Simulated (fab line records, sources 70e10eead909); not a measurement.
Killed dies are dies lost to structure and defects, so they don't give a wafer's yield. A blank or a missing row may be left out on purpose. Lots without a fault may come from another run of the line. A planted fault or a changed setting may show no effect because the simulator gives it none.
A sampling plan put to the test | flow nand_harc | one fab line, 52 faults that these records tell of, each judged on the records of the lots that it struck; 1 more is left out, because the records don't allow judging it
The plan is the line's own looks: the steps of the route at which a gauge or an inspection reads the wafer and doesn't change it. A look can be judged if struck wafers have a number there and the file gives its usual mean and standard deviation on fault-free wafers. Caught: at a look after the fault's first step, the mean of the struck wafers lies 4 or more of those standard deviations (sigma) from the usual mean. On the tool: the same test on the tool's own readings at the fault's steps. Another recipe on the struck wafers, or a record that is blank for them alone, also counts as caught.

THE FAULTS, as the simulator had put them in
1. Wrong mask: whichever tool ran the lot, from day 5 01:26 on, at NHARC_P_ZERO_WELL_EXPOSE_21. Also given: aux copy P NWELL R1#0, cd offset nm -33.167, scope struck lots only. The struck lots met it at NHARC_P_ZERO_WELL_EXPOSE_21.
2. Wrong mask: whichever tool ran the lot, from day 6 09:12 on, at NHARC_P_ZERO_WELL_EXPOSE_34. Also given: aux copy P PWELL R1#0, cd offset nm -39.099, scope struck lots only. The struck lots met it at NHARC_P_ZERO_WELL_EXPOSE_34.
3. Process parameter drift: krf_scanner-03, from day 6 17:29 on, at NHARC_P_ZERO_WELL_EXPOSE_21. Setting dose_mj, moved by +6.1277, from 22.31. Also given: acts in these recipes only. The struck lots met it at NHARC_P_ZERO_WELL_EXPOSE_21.
4. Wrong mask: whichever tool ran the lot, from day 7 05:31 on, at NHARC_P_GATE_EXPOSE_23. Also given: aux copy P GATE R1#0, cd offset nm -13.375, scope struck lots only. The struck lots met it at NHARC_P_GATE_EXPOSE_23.
5. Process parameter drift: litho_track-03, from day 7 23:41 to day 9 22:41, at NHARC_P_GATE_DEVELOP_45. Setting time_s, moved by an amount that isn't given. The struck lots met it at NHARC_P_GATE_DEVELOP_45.
6. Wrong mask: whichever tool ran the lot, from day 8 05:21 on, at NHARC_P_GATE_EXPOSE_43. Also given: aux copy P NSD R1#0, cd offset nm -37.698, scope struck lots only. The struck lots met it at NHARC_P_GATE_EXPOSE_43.
7. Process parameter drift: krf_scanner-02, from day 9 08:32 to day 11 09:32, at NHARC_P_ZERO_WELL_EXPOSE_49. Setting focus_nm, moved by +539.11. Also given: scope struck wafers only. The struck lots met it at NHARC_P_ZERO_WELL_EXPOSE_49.
8. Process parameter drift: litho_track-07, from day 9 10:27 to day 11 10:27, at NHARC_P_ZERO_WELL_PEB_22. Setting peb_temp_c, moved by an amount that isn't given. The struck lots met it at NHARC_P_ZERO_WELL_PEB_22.
9. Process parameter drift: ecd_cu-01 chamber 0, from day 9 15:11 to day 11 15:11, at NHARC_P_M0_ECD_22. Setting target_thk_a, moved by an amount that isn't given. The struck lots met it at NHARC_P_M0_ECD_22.
10. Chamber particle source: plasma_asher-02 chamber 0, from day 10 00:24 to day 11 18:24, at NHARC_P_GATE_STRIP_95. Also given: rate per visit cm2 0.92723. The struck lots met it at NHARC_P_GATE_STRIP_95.
11. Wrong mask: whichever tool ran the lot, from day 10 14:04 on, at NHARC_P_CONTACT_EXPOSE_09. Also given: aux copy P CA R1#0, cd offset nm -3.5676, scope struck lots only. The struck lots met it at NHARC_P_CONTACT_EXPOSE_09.
12. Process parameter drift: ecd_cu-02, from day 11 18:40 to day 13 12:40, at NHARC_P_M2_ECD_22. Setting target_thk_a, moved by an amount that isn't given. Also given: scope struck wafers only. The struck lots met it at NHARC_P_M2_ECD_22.
13. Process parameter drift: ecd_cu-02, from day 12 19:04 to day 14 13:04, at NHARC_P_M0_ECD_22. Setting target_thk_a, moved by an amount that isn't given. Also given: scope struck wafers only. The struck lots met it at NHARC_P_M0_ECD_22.
14. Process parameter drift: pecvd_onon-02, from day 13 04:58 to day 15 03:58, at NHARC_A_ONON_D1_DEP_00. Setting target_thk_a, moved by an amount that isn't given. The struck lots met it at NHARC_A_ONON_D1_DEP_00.
15. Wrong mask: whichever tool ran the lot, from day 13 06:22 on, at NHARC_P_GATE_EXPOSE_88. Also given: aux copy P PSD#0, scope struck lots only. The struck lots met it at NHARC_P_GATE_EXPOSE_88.
16. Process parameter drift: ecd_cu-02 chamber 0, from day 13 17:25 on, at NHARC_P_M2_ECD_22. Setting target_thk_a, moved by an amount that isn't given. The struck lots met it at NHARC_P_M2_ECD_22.
17. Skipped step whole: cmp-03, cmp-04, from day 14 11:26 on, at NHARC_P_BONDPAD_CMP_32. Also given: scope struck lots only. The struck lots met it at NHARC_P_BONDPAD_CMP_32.
18. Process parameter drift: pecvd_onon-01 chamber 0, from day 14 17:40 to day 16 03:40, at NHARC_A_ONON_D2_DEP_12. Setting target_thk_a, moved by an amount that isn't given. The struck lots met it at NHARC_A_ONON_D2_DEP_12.
19. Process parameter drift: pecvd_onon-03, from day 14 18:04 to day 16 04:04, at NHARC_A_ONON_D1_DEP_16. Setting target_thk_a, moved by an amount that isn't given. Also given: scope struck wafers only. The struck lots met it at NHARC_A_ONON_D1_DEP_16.
20. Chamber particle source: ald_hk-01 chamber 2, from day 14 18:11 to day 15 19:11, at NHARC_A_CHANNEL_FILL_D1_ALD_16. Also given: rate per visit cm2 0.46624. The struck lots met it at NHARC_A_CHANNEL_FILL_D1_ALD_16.
21. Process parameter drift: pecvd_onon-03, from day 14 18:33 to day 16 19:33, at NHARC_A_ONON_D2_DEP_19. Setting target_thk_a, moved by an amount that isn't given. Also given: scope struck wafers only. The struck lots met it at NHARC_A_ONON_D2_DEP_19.
22. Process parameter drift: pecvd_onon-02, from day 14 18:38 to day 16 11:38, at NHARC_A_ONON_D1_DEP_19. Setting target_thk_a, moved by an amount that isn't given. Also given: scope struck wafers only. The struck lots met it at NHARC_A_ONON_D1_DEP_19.
23. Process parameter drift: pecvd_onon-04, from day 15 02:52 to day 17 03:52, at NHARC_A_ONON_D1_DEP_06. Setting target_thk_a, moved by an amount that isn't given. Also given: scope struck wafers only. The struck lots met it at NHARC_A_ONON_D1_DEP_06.
24. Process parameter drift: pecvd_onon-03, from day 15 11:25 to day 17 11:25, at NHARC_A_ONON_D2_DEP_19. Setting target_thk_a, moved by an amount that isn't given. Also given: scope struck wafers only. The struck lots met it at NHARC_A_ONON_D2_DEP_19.
25. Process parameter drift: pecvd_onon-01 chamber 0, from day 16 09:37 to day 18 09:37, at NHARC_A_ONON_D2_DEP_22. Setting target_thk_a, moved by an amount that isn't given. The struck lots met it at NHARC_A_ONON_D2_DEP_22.
26. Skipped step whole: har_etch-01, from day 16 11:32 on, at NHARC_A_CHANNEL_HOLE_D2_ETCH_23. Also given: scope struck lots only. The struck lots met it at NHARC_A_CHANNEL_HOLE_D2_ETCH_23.
27. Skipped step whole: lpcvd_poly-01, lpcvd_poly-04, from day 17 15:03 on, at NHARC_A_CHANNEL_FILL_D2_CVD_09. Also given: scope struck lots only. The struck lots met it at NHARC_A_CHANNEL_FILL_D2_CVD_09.
28. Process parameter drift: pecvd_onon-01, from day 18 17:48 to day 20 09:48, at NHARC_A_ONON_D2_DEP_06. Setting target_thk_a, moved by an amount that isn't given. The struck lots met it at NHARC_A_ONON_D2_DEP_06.
29. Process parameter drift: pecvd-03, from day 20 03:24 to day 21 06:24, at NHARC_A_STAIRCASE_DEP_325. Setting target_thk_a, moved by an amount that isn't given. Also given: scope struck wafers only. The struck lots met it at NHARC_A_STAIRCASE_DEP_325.
30. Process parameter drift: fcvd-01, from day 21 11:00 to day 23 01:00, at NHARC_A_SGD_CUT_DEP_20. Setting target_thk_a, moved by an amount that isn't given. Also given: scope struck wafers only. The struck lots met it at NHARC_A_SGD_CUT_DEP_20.
31. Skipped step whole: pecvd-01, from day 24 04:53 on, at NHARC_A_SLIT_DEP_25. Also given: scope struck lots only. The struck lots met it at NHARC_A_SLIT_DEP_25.
32. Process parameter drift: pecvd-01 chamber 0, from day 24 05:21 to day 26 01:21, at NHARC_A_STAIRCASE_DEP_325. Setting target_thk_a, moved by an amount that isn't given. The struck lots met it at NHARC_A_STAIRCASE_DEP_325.
33. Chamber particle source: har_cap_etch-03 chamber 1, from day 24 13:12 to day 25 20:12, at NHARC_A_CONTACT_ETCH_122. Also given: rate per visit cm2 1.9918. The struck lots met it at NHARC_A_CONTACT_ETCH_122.
34. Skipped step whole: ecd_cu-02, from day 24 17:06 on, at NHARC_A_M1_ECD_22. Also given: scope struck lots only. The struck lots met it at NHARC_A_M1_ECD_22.
35. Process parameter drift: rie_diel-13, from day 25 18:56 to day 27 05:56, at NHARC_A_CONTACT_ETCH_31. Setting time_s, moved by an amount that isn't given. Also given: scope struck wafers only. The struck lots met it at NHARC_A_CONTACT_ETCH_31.
36. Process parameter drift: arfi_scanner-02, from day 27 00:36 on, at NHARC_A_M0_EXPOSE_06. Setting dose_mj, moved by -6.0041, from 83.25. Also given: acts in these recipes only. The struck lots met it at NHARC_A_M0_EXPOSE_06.
37. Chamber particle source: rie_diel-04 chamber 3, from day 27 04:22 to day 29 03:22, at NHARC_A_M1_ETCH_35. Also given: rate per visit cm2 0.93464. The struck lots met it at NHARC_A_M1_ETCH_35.
38. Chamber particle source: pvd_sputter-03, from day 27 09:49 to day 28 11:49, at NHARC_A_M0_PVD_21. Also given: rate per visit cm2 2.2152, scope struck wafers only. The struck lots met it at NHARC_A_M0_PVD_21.
39. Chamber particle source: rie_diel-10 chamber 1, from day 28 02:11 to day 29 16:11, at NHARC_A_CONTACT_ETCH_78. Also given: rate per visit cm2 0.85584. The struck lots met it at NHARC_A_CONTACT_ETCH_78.
40. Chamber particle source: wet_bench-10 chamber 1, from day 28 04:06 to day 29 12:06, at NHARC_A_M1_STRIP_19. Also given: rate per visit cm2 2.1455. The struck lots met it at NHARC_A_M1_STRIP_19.
41. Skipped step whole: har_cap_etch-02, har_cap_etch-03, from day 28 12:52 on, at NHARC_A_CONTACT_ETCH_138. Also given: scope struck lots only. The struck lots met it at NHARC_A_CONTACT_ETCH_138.
42. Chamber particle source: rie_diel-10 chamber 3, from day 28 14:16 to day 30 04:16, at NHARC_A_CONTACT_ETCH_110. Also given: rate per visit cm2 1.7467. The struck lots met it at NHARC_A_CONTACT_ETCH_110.
43. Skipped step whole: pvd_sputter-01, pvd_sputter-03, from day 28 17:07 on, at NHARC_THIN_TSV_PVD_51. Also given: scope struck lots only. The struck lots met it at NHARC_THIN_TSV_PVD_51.
44. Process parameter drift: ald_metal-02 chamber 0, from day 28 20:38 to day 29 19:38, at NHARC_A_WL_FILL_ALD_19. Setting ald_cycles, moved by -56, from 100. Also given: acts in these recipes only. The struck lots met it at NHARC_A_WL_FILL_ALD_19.
45. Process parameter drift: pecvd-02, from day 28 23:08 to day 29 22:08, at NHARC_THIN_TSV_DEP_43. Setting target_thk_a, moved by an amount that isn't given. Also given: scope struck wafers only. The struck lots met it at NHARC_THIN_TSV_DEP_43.
46. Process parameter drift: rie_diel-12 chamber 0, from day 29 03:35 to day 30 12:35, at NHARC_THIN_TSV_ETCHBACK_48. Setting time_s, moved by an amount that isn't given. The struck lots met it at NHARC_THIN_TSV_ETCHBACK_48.
47. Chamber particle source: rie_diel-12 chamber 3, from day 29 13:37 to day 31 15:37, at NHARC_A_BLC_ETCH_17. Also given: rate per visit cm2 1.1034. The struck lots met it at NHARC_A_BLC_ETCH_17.
48. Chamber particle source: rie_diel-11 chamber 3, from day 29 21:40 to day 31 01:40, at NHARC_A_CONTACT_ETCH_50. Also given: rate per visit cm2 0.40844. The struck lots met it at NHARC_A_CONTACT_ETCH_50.
49. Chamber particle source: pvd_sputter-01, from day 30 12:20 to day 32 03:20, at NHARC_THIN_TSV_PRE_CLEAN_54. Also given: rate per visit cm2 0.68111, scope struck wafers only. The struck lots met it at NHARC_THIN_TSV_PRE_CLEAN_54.
50. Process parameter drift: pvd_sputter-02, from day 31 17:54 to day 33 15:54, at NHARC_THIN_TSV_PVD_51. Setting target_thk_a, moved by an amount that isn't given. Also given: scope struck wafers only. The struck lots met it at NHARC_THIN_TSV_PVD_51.
51. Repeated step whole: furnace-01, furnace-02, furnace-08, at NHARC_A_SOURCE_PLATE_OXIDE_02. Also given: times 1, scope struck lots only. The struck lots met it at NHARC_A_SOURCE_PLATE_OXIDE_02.
52. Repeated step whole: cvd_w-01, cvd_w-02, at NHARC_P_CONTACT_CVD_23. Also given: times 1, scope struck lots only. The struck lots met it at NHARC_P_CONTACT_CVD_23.

WHAT THE PLAN SAW
fault | on the tool itself                               | first look that catches it                      | reading, sigma                                        | median hours from its first step to that look | hours from the fault's start to the first struck lot there | judged looks passed uncaught
1     | no reading that can be judged                    | NHARC_P_ZERO_WELL_CD_MEAS_24                    | cd_nm -16                                             | 0.1                                           | 5                                                          | 0
2     | under 2 sigma                                    | NHARC_P_ZERO_WELL_CD_MEAS_37                    | cd_nm -19                                             | 0.2                                           | 5                                                          | 0
3     | exposure_dose_mJ_cm2 +99 or beyond sigma         | NHARC_P_ZERO_WELL_CD_MEAS_24                    | cd_nm +20                                             | 0.2                                           | 15                                                         | 0
4     | no reading that can be judged                    | NHARC_P_GATE_CD_MEAS_26                         | cd_nm -24                                             | 0.1                                           | 4                                                          | 0
5     | no reading that can be judged                    | NHARC_END_SORT_01                               | killed_at_periphery +99 or beyond                     | 454.1                                         | 479                                                        | 0
6     | no reading that can be judged                    | NHARC_P_GATE_CD_MEAS_46                         | cd_nm -18                                             | 0.2                                           | 8                                                          | 0
7     | under 2 sigma                                    | NHARC_P_ZERO_WELL_CD_MEAS_52                    | cd_nm +22                                             | 0.2                                           | 25                                                         | 0
8     | plate_temp_C -32 sigma                           | NHARC_P_ZERO_WELL_CD_MEAS_24                    | cd_nm -4.4                                            | 0.1                                           | 20                                                         | 0
9     | no reading that can be judged                    | no look after it can be judged                  | -                                                     | -                                             | -                                                          | 0
10    | under 2 sigma                                    | NHARC_P_GATE_INSPECT_68                         | raw_defect_count +10                                  | 1.8                                           | 7                                                          | 0
11    | no reading that can be judged                    | none of the 2 looks that can be judged after it | strongest: cd_nm at NHARC_P_CONTACT_CD_MEAS_12, -3.6  | -                                             | -                                                          | 2
12    | under 2 sigma                                    | not the one look that can be judged after it    | -                                                     | -                                             | -                                                          | 1
13    | no reading that can be judged                    | no look after it can be judged                  | -                                                     | -                                             | -                                                          | 0
14    | under 2 sigma                                    | NHARC_A_ONON_D1_THK_MEAS_02                     | thk_nm +57                                            | 0.4                                           | 14                                                         | 0
15    | no reading that can be judged                    | no look after it can be judged                  | -                                                     | -                                             | -                                                          | 0
16    | no reading that can be judged                    | not the one look that can be judged after it    | -                                                     | -                                             | -                                                          | 1
17    | the tool's record is blank for the struck wafers | NHARC_P_BONDPAD_THK_MEAS_33                     | thk_nm +35                                            | 0.2                                           | 3                                                          | 0
18    | no reading that can be judged                    | NHARC_A_ONON_D2_THK_MEAS_14                     | thk_nm -54                                            | 0.4                                           | 5                                                          | 0
19    | no reading that can be judged                    | NHARC_A_ONON_D1_THK_MEAS_18                     | thk_nm -44                                            | 0.5                                           | 28                                                         | 0
20    | only faintly: heater_power_w +2.0 sigma          | none of the 2 looks that can be judged after it | strongest: killed_at_array at NHARC_END_SORT_01, +3.6 | -                                             | -                                                          | 2
21    | no reading that can be judged                    | NHARC_A_ONON_D2_THK_MEAS_21                     | thk_nm +48                                            | 0.4                                           | 4                                                          | 0
22    | no reading that can be judged                    | NHARC_A_ONON_D1_THK_MEAS_21                     | thk_nm -26                                            | 0.4                                           | 14                                                         | 0
23    | no reading that can be judged                    | NHARC_A_ONON_D1_THK_MEAS_08                     | thk_nm +16                                            | 0.5                                           | 5                                                          | 0
24    | no reading that can be judged                    | NHARC_A_ONON_D2_THK_MEAS_21                     | thk_nm +36                                            | 0.4                                           | 14                                                         | 0
25    | no reading that can be judged                    | NHARC_A_ONON_D2_THK_MEAS_24                     | thk_nm +45                                            | 0.4                                           | 9                                                          | 0
26    | the tool's record is blank for the struck wafers | NHARC_A_CHANNEL_HOLE_D2_CD_MEAS_31              | cd_nm -63                                             | 4.0                                           | 4                                                          | 0
27    | the tool's record is blank for the struck wafers | NHARC_END_SORT_01                               | killed_dies +30                                       | 223.1                                         | 224                                                        | 0
28    | no reading that can be judged                    | NHARC_A_ONON_D2_THK_MEAS_08                     | thk_nm -49                                            | 0.4                                           | 12                                                         | 0
29    | under 2 sigma                                    | NHARC_END_SORT_01                               | killed_dies +30                                       | 144.9                                         | 145                                                        | 0
30    | no reading that can be judged                    | no look after it can be judged                  | -                                                     | -                                             | -                                                          | 0
31    | the tool's record is blank for the struck wafers | NHARC_END_SORT_01                               | killed_dies +30                                       | 121.9                                         | 122                                                        | 0
32    | under 2 sigma                                    | NHARC_END_SORT_01                               | killed_at_array +30                                   | 138.1                                         | 140                                                        | 0
33    | no reading that can be judged                    | NHARC_END_SORT_01                               | killed_at_array +4.4                                  | 72.2                                          | 81                                                         | 1
34    | the tool's record is blank for the struck wafers | NHARC_A_M1_THK_MEAS_24                          | thk_nm -82                                            | 1.0                                           | 2                                                          | 0
35    | run_length_s -99 or beyond sigma                 | NHARC_END_SORT_01                               | killed_dies +30                                       | 50.6                                          | 51                                                         | 0
36    | exposure_dose_mJ_cm2 -62 sigma                   | NHARC_A_M0_CD_MEAS_09                           | cd_nm -8.3                                            | 0.1                                           | 14                                                         | 0
37    | under 2 sigma                                    | NHARC_END_SORT_01                               | sort_bin_3_pct +8.7                                   | 48.6                                          | 80                                                         | 0
38    | under 2 sigma                                    | NHARC_END_SORT_01                               | sort_bin_3_pct +15                                    | 44.7                                          | 65                                                         | 3
39    | only faintly: throttle_valve_pct +3.0 sigma      | none of the 2 looks that can be judged after it | strongest: killed_at_array at NHARC_END_SORT_01, +3.6 | -                                             | -                                                          | 2
40    | no reading that can be judged                    | NHARC_END_SORT_01                               | sort_bin_3_pct +11                                    | 46.3                                          | 55                                                         | 2
41    | the tool's record is blank for the struck wafers | NHARC_END_SORT_01                               | killed_at_array +31                                   | 51.6                                          | 65                                                         | 0
42    | under 2 sigma                                    | none of the 2 looks that can be judged after it | strongest: killed_at_array at NHARC_END_SORT_01, +3.3 | -                                             | -                                                          | 2
43    | the tool's record is blank for the struck wafers | NHARC_END_SORT_01                               | killed_at_other +99 or beyond                         | 16.8                                          | 12                                                         | 0
44    | under 2 sigma                                    | NHARC_END_SORT_01                               | killed_dies +30                                       | 88.8                                          | 97                                                         | 0
45    | under 2 sigma                                    | NHARC_END_SORT_01                               | killed_at_other +99 or beyond                         | 24.2                                          | 27                                                         | 0
46    | run_length_s -99 or beyond sigma                 | NHARC_END_SORT_01                               | killed_at_other +99 or beyond                         | 13.0                                          | 23                                                         | 0
47    | under 2 sigma                                    | none of the 2 looks that can be judged after it | strongest: killed_at_array at NHARC_END_SORT_01, +3.7 | -                                             | -                                                          | 2
48    | under 2 sigma                                    | none of the 2 looks that can be judged after it | strongest: killed_dies at NHARC_END_SORT_01, +3.4     | -                                             | -                                                          | 2
49    | under 2 sigma                                    | NHARC_THIN_TSV_INSPECT_40                       | raw_defect_count +5.3                                 | 6.4                                           | 27                                                         | 2
50    | under 2 sigma                                    | NHARC_END_SORT_01                               | killed_at_other +99 or beyond                         | 18.7                                          | 30                                                         | 0
51    | under 2 sigma                                    | NHARC_A_SOURCE_PLATE_THK_MEAS_09                | thk_nm +6.8                                           | 9.8                                           | -                                                          | 0
52    | under 2 sigma                                    | not the one look that can be judged after it    | -                                                     | -                                             | -                                                          | 1
A dash: the fault isn't caught, or these records don't give the number.

Caught at a look: 39 of 52. Caught on the tool: 12 of 52. By one or the other: 39 of 52.
Caught at a look alone: faults 1, 2, 4, 5, 6, 7, 10, 14, 18, 19, 21, 22, 23, 24, 25, 28, 29, 32, 33, 37, 38, 40, 44, 45, 49, 50, 51.
Caught by neither: faults 9, 11, 12, 13, 15, 16, 20, 30, 39, 42, 47, 48, 52.

THINNER SAMPLING
If the look that catches a fault measured only every second or every third lot, by lot number, the first struck lot would be measured this late in the worst case:
fault | struck lots at that look, in order of time | every lot | every second lot | every third lot
1     | L587                                       | 5 h       | may miss it      | may miss it
2     | L830                                       | 5 h       | may miss it      | may miss it
3     | L818, L819                                 | 15 h      | 25 h             | may miss all 2
4     | L807                                       | 4 h       | may miss it      | may miss it
5     | L290, L291                                 | 479 h     | 486 h            | may miss all 2
6     | L600                                       | 8 h       | may miss it      | may miss it
7     | L129                                       | 25 h      | may miss it      | may miss it
8     | L755, L756                                 | 20 h      | 30 h             | may miss all 2
10    | L257, L258                                 | 7 h       | 17 h             | may miss all 2
14    | L152, L154                                 | 14 h      | may miss all 2   | may miss all 2
17    | L844, L845, L846                           | 3 h       | 22 h             | 29 h
18    | L443, L445                                 | 5 h       | may miss all 2   | may miss all 2
19    | L209                                       | 28 h      | may miss it      | may miss it
21    | L261, L264, L265                           | 4 h       | 31 h             | may miss all 3
22    | L978, L979, L980                           | 14 h      | 23 h             | 28 h
23    | L152, L155                                 | 5 h       | 34 h             | may miss all 2
24    | L918, L919                                 | 14 h      | 31 h             | may miss all 2
25    | L122, L124                                 | 9 h       | may miss all 2   | may miss all 2
26    | L699, L702, L701                           | 4 h       | 18 h             | may miss all 3
27    | L573, L574, L575                           | 224 h     | 247 h            | 247 h
28    | L164, L165                                 | 12 h      | 18 h             | may miss all 2
29    | L686                                       | 145 h     | may miss it      | may miss it
31    | L740, L742                                 | 122 h     | may miss all 2   | may miss all 2
32    | L483, L485                                 | 140 h     | may miss all 2   | may miss all 2
33    | L387, L389                                 | 81 h      | may miss all 2   | may miss all 2
34    | L760, L759                                 | 2 h       | 7 h              | may miss all 2
35    | L893, L895, L898                           | 51 h      | 82 h             | may miss all 3
36    | L880, L884                                 | 14 h      | may miss all 2   | may miss all 2
37    | L513                                       | 80 h      | may miss it      | may miss it
38    | L291, L290                                 | 65 h      | 71 h             | may miss all 2
40    | L512                                       | 55 h      | may miss it      | may miss it
41    | L817, L816, L819                           | 65 h      | 66 h             | may miss all 3
43    | L938, L940                                 | 12 h      | may miss all 2   | may miss all 2
44    | L336, L337                                 | 97 h      | 105 h            | may miss all 2
45    | L533, L532                                 | 27 h      | 35 h             | may miss all 2
46    | L911                                       | 23 h      | may miss it      | may miss it
49    | L986, L987                                 | 27 h      | 27 h             | may miss all 2
50    | L914                                       | 30 h      | may miss it      | may miss it
Hours are from the fault's start to the first struck lot that is measured. The limit of 4 sigma was tested on all struck wafers together, so one lot alone may lie under it. Other struck lots may not be in these records.

THE LONGEST TIMED WAY FROM STEP TO LOOK
Fault 5: a median of 454.1 hours passes between NHARC_P_GATE_DEVELOP_45 and NHARC_END_SORT_01. No look between them can be judged.
